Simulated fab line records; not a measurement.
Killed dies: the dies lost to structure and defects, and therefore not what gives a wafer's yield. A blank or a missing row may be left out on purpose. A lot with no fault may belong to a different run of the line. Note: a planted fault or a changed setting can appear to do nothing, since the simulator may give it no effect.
What tool caused it? :: flow n5-finfet :: Sampling: 9 lots, 27 wafers, 6 of 1938 route steps

## WHAT EACH GAUGE READ, for each wafer
N5_STI_FIN_REVEAL_INSPECT_13: inspects for defects (darkfield). Usual: raw-defect-count reads 11 (standard deviation 5.1).
lot: L218
measured: day 2 20:09
on: defect-inspect-01
raw-defect-count: 7 15 6
flag: 

lot: L219
measured: day 3 01:59
on: defect-inspect-01
raw-defect-count: 14 11 8
flag: 

lot: L220
measured: day 3 15:37
on: defect-inspect-01
raw-defect-count: 9 10 10
flag: 

lot: L224
measured: day 4 08:26
on: defect-inspect-01
raw-defect-count: 6 1073 6
flag: OFF

lot: L225
measured: day 4 14:20
on: defect-inspect-02
raw-defect-count: 1027 13 6
flag: OFF

lot: L231
measured: day 6 01:46
on: defect-inspect-02
raw-defect-count: 19 14 10
flag: 

lot: L237
measured: day 7 16:20
on: defect-inspect-02
raw-defect-count: 10 10 22
flag: 

lot: L238
measured: day 7 19:28
on: defect-inspect-01
raw-defect-count: 7 8 12
flag: 

lot: L239
measured: day 8 01:38
on: defect-inspect-01
raw-defect-count: 14 8 7
flag: 

N5_DUMMY_GATE_THK_MEAS_05. Usual: thk-nm reads 72.1 nm (standard deviation 1.2).
lot: L218
measured: day 3 00:20
on: film-metro-01
thk-nm (nm): 71.7 72.0 72.6
flag: 

lot: L219
measured: day 3 07:34
on: film-metro-02
thk-nm (nm): 72.5 72.7 74.9
flag: 

lot: L220
measured: day 3 20:36
on: film-metro-02
thk-nm (nm): 72.5 70.9 69.7
flag: 

lot: L224
measured: day 4 13:07
on: film-metro-02
thk-nm (nm): 72.2 71.1 72.3
flag: 

lot: L225
measured: day 4 18:32
on: film-metro-02
thk-nm (nm): 72.1 72.6 73.2
flag: 

lot: L231
measured: day 6 05:57
on: film-metro-02
thk-nm (nm): 70.8 70.9 72.4
flag: 

lot: L237
measured: day 7 22:42
on: film-metro-01
thk-nm (nm): 71.5 72.0 72.4
flag: 

lot: L238
measured: day 8 00:34
on: film-metro-01
thk-nm (nm): 72.2 73.8 74.9
flag: 

lot: L239
measured: day 8 08:34
on: film-metro-01
thk-nm (nm): 72.9 72.8 72.1
flag: 

N5_BEOL_M4_RC_MEAS_101. Usual: DIBL_N 35.9 mV/V, standard deviation 1.4; DIBL_P 35.9 mV/V, standard deviation 1.7; IOFF_N 0.160 nA/um, standard deviation 0.026; IOFF_P 0.21 nA/um, standard deviation 0.036; ION_N 672 uA/um, standard deviation 11; ION_P 461 uA/um, standard deviation 8.1; SS_N 71.4 mV/dec, standard deviation 0.54; SS_P 73.2 mV/dec, standard deviation 0.67; VT_N 249.3 mV, standard deviation 2.7; VT_P -250 mV, standard deviation 3.9.
lot: L218
measured: day 8 04:54
on: prober-01
DIBL_N (mV/V): 34.3 38.8 36.5
DIBL_P (mV/V): 33.6 39.7 35.2
IOFF_N (nA/um): 0.129 0.233 0.155
IOFF_P (nA/um): 0.19 0.29 0.22
ION_N (uA/um): 660 687 672
ION_P (uA/um): 462 468 457
SS_N (mV/dec): 71.6 72.8 72.1
SS_P (mV/dec): 72.8 74.8 73.3
VT_N (mV): 250.5 243.2 251.0
VT_P (mV): -248 -244 -247
flag: 

lot: L219
measured: day 9 00:26
on: prober-01
DIBL_N (mV/V): 34.8 36.4 32.5
DIBL_P (mV/V): 34.6 37.3 32.9
IOFF_N (nA/um): 0.127 0.172 0.114
IOFF_P (nA/um): 0.20 0.26 0.19
ION_N (uA/um): 660 683 669
ION_P (uA/um): 460 474 470
SS_N (mV/dec): 71.4 71.5 70.7
SS_P (mV/dec): 71.7 73.3 72.3
VT_N (mV): 253.8 250.2 250.5
VT_P (mV): -248 -246 -247
flag: 

lot: L220
measured: day 9 04:48
on: prober-02
DIBL_N (mV/V): 36.3 38.0 36.7
DIBL_P (mV/V): 36.2 39.1 35.7
IOFF_N (nA/um): 0.161 0.208 0.169
IOFF_P (nA/um): 0.22 0.28 0.21
ION_N (uA/um): 674 682 674
ION_P (uA/um): 462 465 454
SS_N (mV/dec): 71.1 72.0 71.8
SS_P (mV/dec): 74.1 73.7 73.2
VT_N (mV): 249.6 246.3 250.4
VT_P (mV): -247 -248 -247
flag: 

lot: L224
measured: day 9 16:41
on: prober-01
DIBL_N (mV/V): 36.4 36.4 35.4
DIBL_P (mV/V): 34.8 35.9 34.2
IOFF_N (nA/um): 0.153 0.160 0.147
IOFF_P (nA/um): 0.20 0.23 0.20
ION_N (uA/um): 671 677 670
ION_P (uA/um): 464 474 465
SS_N (mV/dec): 71.4 71.3 70.6
SS_P (mV/dec): 73.4 73.2 72.6
VT_N (mV): 250.6 248.7 249.6
VT_P (mV): -250 -247 -246
flag: 

lot: L225
measured: day 10 06:41
on: prober-02
DIBL_N (mV/V): 36.4 34.8 36.5
DIBL_P (mV/V): 37.4 35.2 36.9
IOFF_N (nA/um): 0.167 0.132 0.172
IOFF_P (nA/um): 0.19 0.16 0.20
ION_N (uA/um): 688 673 679
ION_P (uA/um): 457 456 463
SS_N (mV/dec): 70.5 71.3 70.6
SS_P (mV/dec): 74.0 73.0 73.3
VT_N (mV): 249.1 249.8 248.2
VT_P (mV): -254 -256 -251
flag: 

lot: L231
measured: day 11 14:25
on: prober-01
DIBL_N (mV/V): 35.7 35.4 36.0
DIBL_P (mV/V): 36.0 35.7 36.0
IOFF_N (nA/um): 0.171 0.163 0.169
IOFF_P (nA/um): 0.24 0.23 0.24
ION_N (uA/um): 692 673 684
ION_P (uA/um): 476 466 470
SS_N (mV/dec): 71.6 71.1 72.0
SS_P (mV/dec): 72.6 72.9 72.7
VT_N (mV): 245.1 247.9 247.9
VT_P (mV): -247 -244 -246
flag: 

lot: L237
measured: day 13 21:21
on: prober-02
DIBL_N (mV/V): 36.1 37.1 37.0
DIBL_P (mV/V): 34.4 36.0 36.6
IOFF_N (nA/um): 0.142 0.142 0.158
IOFF_P (nA/um): 0.15 0.17 0.18
ION_N (uA/um): 664 643 674
ION_P (uA/um): 450 441 450
SS_N (mV/dec): 70.9 71.9 71.8
SS_P (mV/dec): 72.8 73.1 73.2
VT_N (mV): 249.5 253.3 248.2
VT_P (mV): -258 -254 -255
flag: 

lot: L238
measured: day 13 03:45
on: prober-02
DIBL_N (mV/V): 40.2 35.4 37.4
DIBL_P (mV/V): 39.1 34.9 37.0
IOFF_N (nA/um): 0.228 0.132 0.165
IOFF_P (nA/um): 0.27 0.19 0.22
ION_N (uA/um): 677 672 682
ION_P (uA/um): 468 462 465
SS_N (mV/dec): 72.5 70.7 71.2
SS_P (mV/dec): 74.4 72.5 73.3
VT_N (mV): 246.0 252.0 247.7
VT_P (mV): -248 -254 -249
flag: 

lot: L239
measured: day 13 21:41
on: prober-01
DIBL_N (mV/V): 36.2 35.4 34.2
DIBL_P (mV/V): 37.0 37.1 34.5
IOFF_N (nA/um): 0.186 0.171 0.136
IOFF_P (nA/um): 0.23 0.22 0.18
ION_N (uA/um): 670 690 660
ION_P (uA/um): 458 465 451
SS_N (mV/dec): 72.1 71.6 71.1
SS_P (mV/dec): 73.9 74.4 72.8
VT_N (mV): 245.1 248.0 251.7
VT_P (mV): -248 -250 -253
flag: 

## TOOL THAT RAN EACH LOT (tool first, then ch and the chambers of the sampled wafers, then the start)
lot: L218
N5_STI_FIN_REVEAL_ETCHBACK_08: rie-diel-06 ch 0,2,3, day 2 17:07
N5_STI_FIN_REVEAL_STRIP_24: rie-diel-06 ch 0,2,3, day 2 17:08
N5_STI_FIN_REVEAL_PRECLEAN_18: wet-bench-06 ch 0,4,5, day 2 20:05

lot: L219
N5_STI_FIN_REVEAL_ETCHBACK_08: rie-diel-06 ch 0,2,3, day 2 22:56
N5_STI_FIN_REVEAL_STRIP_24: rie-diel-06 ch 0,2,3, day 2 22:59
N5_STI_FIN_REVEAL_PRECLEAN_18: wet-bench-01 ch 0,5,6, day 3 01:56

lot: L220
N5_STI_FIN_REVEAL_ETCHBACK_08: rie-diel-05 ch 0,1,2, day 3 12:35
N5_STI_FIN_REVEAL_STRIP_24: rie-diel-05 ch 0,1,2, day 3 12:37
N5_STI_FIN_REVEAL_PRECLEAN_18: wet-bench-01 ch 0,4,6, day 3 15:34

lot: L224
N5_STI_FIN_REVEAL_ETCHBACK_08: rie-diel-06 ch 1,2, day 4 05:23
N5_STI_FIN_REVEAL_STRIP_24: rie-diel-06 ch 1,2, day 4 05:26
N5_STI_FIN_REVEAL_PRECLEAN_18: wet-bench-01 ch 4,5,6, day 4 08:22

lot: L225
N5_STI_FIN_REVEAL_ETCHBACK_08: rie-diel-01 ch 0,2,3, day 4 11:17
N5_STI_FIN_REVEAL_STRIP_24: rie-diel-01 ch 0,2,3, day 4 11:20
N5_STI_FIN_REVEAL_PRECLEAN_18: wet-bench-01 ch 4,6,7, day 4 14:17

lot: L231
N5_STI_FIN_REVEAL_ETCHBACK_08: rie-diel-01 ch 0,1,2, day 5 22:43
N5_STI_FIN_REVEAL_STRIP_24: rie-diel-01 ch 0,1,2, day 5 22:45
N5_STI_FIN_REVEAL_PRECLEAN_18: wet-bench-04 ch 2,5,7, day 6 01:43

lot: L237
N5_STI_FIN_REVEAL_ETCHBACK_08: rie-diel-06 ch 0,2,3, day 7 13:15
N5_STI_FIN_REVEAL_STRIP_24: rie-diel-06 ch 0,2,3, day 7 13:17
N5_STI_FIN_REVEAL_PRECLEAN_18: wet-bench-04 ch 2,6,7, day 7 16:17

lot: L238
N5_STI_FIN_REVEAL_ETCHBACK_08: rie-diel-01 ch 1,2, day 7 16:26
N5_STI_FIN_REVEAL_STRIP_24: rie-diel-01 ch 1,2, day 7 16:28
N5_STI_FIN_REVEAL_PRECLEAN_18: wet-bench-01 ch 0,1,2, day 7 19:25

lot: L239
N5_STI_FIN_REVEAL_ETCHBACK_08: rie-diel-06 ch 0,2, day 7 22:35
N5_STI_FIN_REVEAL_STRIP_24: rie-diel-06 ch 0,2, day 7 22:37
N5_STI_FIN_REVEAL_PRECLEAN_18: wet-bench-01 ch 0,4,7, day 8 01:34
- N5_STI_FIN_REVEAL_ETCHBACK_08: etches SiO2 in C4F6/O2, target depth 30.5 nm, time 10.167 s.
- N5_STI_FIN_REVEAL_STRIP_24: strips in N2/H2, time 90 s.
- N5_STI_FIN_REVEAL_PRECLEAN_18: cleans in SC2, time 45 s.

## AS READ BY THE TOOLS THEMSELVES (means over the sampled wafers that have a number; for cases with no such wafer, the mark the record gives instead)
N5_STI_FIN_REVEAL_ETCHBACK_08. Usual: drypump-motor-current-A 5.8 A, standard deviation 0.41; oes_ar_750_au 0.76 a.u., standard deviation 0.054; oes-product-au 0.75 a.u., standard deviation 0.057; rf-vpp-V 664 V, standard deviation 9; showerhead-plenum-p-Torr 2.85 Torr, standard deviation 0.096; throttle-valve-pct 21.18 %, standard deviation 0.18.
lot: L218
tool: rie-diel-06
drypump-motor-current-A (A): 5.8
oes_ar_750_au (a.u.): 0.79
oes-product-au (a.u.): 0.79
rf-vpp-V (V): 670
showerhead-plenum-p-Torr (Torr): 2.89
throttle-valve-pct (%): 21.08
flag: 

lot: L219
tool: rie-diel-06
drypump-motor-current-A (A): 5.8
oes_ar_750_au (a.u.): 0.79
oes-product-au (a.u.): 0.79
rf-vpp-V (V): 669
showerhead-plenum-p-Torr (Torr): 2.89
throttle-valve-pct (%): 21.10
flag: 

lot: L220
tool: rie-diel-05
drypump-motor-current-A (A): 5.8
oes_ar_750_au (a.u.): 0.74
oes-product-au (a.u.): 0.72
rf-vpp-V (V): 662
showerhead-plenum-p-Torr (Torr): 2.70
throttle-valve-pct (%): 21.40
flag: 

lot: L224
tool: rie-diel-06
drypump-motor-current-A (A): 5.6
oes_ar_750_au (a.u.): 0.74
oes-product-au (a.u.): 0.73
rf-vpp-V (V): 669
showerhead-plenum-p-Torr (Torr): 2.75
throttle-valve-pct (%): 21.22
flag: 

lot: L225
tool: rie-diel-01
drypump-motor-current-A (A): 5.7
oes_ar_750_au (a.u.): 0.76
oes-product-au (a.u.): 0.76
rf-vpp-V (V): 666
showerhead-plenum-p-Torr (Torr): 2.89
throttle-valve-pct (%): 21.04
flag: 

lot: L231
tool: rie-diel-01
drypump-motor-current-A (A): 6.0
oes_ar_750_au (a.u.): 0.75
oes-product-au (a.u.): 0.75
rf-vpp-V (V): 659
showerhead-plenum-p-Torr (Torr): 2.88
throttle-valve-pct (%): 21.10
flag: 

lot: L237
tool: rie-diel-06
drypump-motor-current-A (A): 5.8
oes_ar_750_au (a.u.): 0.75
oes-product-au (a.u.): 0.76
rf-vpp-V (V): 668
showerhead-plenum-p-Torr (Torr): 2.88
throttle-valve-pct (%): 21.15
flag: 

lot: L238
tool: rie-diel-01
drypump-motor-current-A (A): 6.3
oes_ar_750_au (a.u.): 0.71
oes-product-au (a.u.): 0.70
rf-vpp-V (V): 659
showerhead-plenum-p-Torr (Torr): 2.89
throttle-valve-pct (%): 21.17
flag: 

lot: L239
tool: rie-diel-06
drypump-motor-current-A (A): 5.9
oes_ar_750_au (a.u.): 0.75
oes-product-au (a.u.): 0.74
rf-vpp-V (V): 662
showerhead-plenum-p-Torr (Torr): 2.87
throttle-valve-pct (%): 21.13
flag: 

N5_STI_FIN_REVEAL_STRIP_24. Usual: drypump-motor-current-A 5.8 A, standard deviation 0.41; oes-product-au 0.75 a.u., standard deviation 0.063; rf-vpp-V 45.2 V, standard deviation 0.82; showerhead-plenum-p-Torr 3.39 Torr, standard deviation 0.11; throttle-valve-pct 12.26 %, standard deviation 0.22.
lot: L218
tool: rie-diel-06
drypump-motor-current-A (A): 5.8
oes-product-au (a.u.): 0.80
rf-vpp-V (V): 44.8
showerhead-plenum-p-Torr (Torr): 3.43
throttle-valve-pct (%): 12.12
flag: 

lot: L219
tool: rie-diel-06
drypump-motor-current-A (A): 5.8
oes-product-au (a.u.): 0.79
rf-vpp-V (V): 45.0
showerhead-plenum-p-Torr (Torr): 3.43
throttle-valve-pct (%): 12.13
flag: 

lot: L220
tool: rie-diel-05
drypump-motor-current-A (A): 5.8
oes-product-au (a.u.): 0.73
rf-vpp-V (V): 44.2
showerhead-plenum-p-Torr (Torr): 3.20
throttle-valve-pct (%): 12.45
flag: 

lot: L224
tool: rie-diel-06
drypump-motor-current-A (A): 5.6
oes-product-au (a.u.): 0.73
rf-vpp-V (V): 45.2
showerhead-plenum-p-Torr (Torr): 3.28
throttle-valve-pct (%): 12.38
flag: 

lot: L225
tool: rie-diel-01
drypump-motor-current-A (A): 5.7
oes-product-au (a.u.): 0.76
rf-vpp-V (V): 45.4
showerhead-plenum-p-Torr (Torr): 3.43
throttle-valve-pct (%): 12.09
flag: 

lot: L231
tool: rie-diel-01
drypump-motor-current-A (A): 6.0
oes-product-au (a.u.): 0.75
rf-vpp-V (V): 45.6
showerhead-plenum-p-Torr (Torr): 3.42
throttle-valve-pct (%): 12.20
flag: 

lot: L237
tool: rie-diel-06
drypump-motor-current-A (A): 5.8
oes-product-au (a.u.): 0.76
rf-vpp-V (V): 45.3
showerhead-plenum-p-Torr (Torr): 3.41
throttle-valve-pct (%): 12.21
flag: 

lot: L238
tool: rie-diel-01
drypump-motor-current-A (A): 6.3
oes-product-au (a.u.): 0.70
rf-vpp-V (V): 45.9
showerhead-plenum-p-Torr (Torr): 3.44
throttle-valve-pct (%): 12.34
flag: 

lot: L239
tool: rie-diel-06
drypump-motor-current-A (A): 5.9
oes-product-au (a.u.): 0.75
rf-vpp-V (V): 45.3
showerhead-plenum-p-Torr (Torr): 3.41
throttle-valve-pct (%): 12.27
flag: 

N5_STI_FIN_REVEAL_PRECLEAN_18. Usual: bath-heat-duty-pct reads 3.5 % (standard deviation 0.52).
lot: L218
tool: wet-bench-06
bath-heat-duty-pct (%): 2.9
flag: 

lot: L219
tool: wet-bench-01
bath-heat-duty-pct (%): 3.5
flag: 

lot: L220
tool: wet-bench-01
bath-heat-duty-pct (%): 3.5
flag: 

lot: L224
tool: wet-bench-01
bath-heat-duty-pct (%): 3.3
flag: 

lot: L225
tool: wet-bench-01
bath-heat-duty-pct (%): 3.4
flag: 

lot: L231
tool: wet-bench-04
bath-heat-duty-pct (%): 3.9
flag: 

lot: L237
tool: wet-bench-04
bath-heat-duty-pct (%): 3.5
flag: 

lot: L238
tool: wet-bench-01
bath-heat-duty-pct (%): 3.9
flag: 

lot: L239
tool: wet-bench-01
bath-heat-duty-pct (%): 3.4
flag: 

## THE ANSWER, worked out from the rows above alone
Rule: lot off if the mean of its wafers having a number is beyond 3 standard deviations from the usual mean. A lot without any number at a reading at which 4 lots or more have one is off too. All remaining lots with rows at the step are treated as sound. Order of review: gauges by route order, followed by the tools' own readings, for which a lot's mean as printed above is used. The first step at which some lot is off is used, and at that step the reading that is off furthest; a lot without a number counts as furthest.
Off: L224, L225 (N5_STI_FIN_REVEAL_INSPECT_13, raw-defect-count).
If a tool, at a process step before that reading, ran all the lots that are off and no sound lot after the first of them, it fits. The gauges at N5_STI_FIN_REVEAL_INSPECT_13 are tried like those tools. No candidate that was tried fits.

## WHAT THE SIMULATOR PUT IN
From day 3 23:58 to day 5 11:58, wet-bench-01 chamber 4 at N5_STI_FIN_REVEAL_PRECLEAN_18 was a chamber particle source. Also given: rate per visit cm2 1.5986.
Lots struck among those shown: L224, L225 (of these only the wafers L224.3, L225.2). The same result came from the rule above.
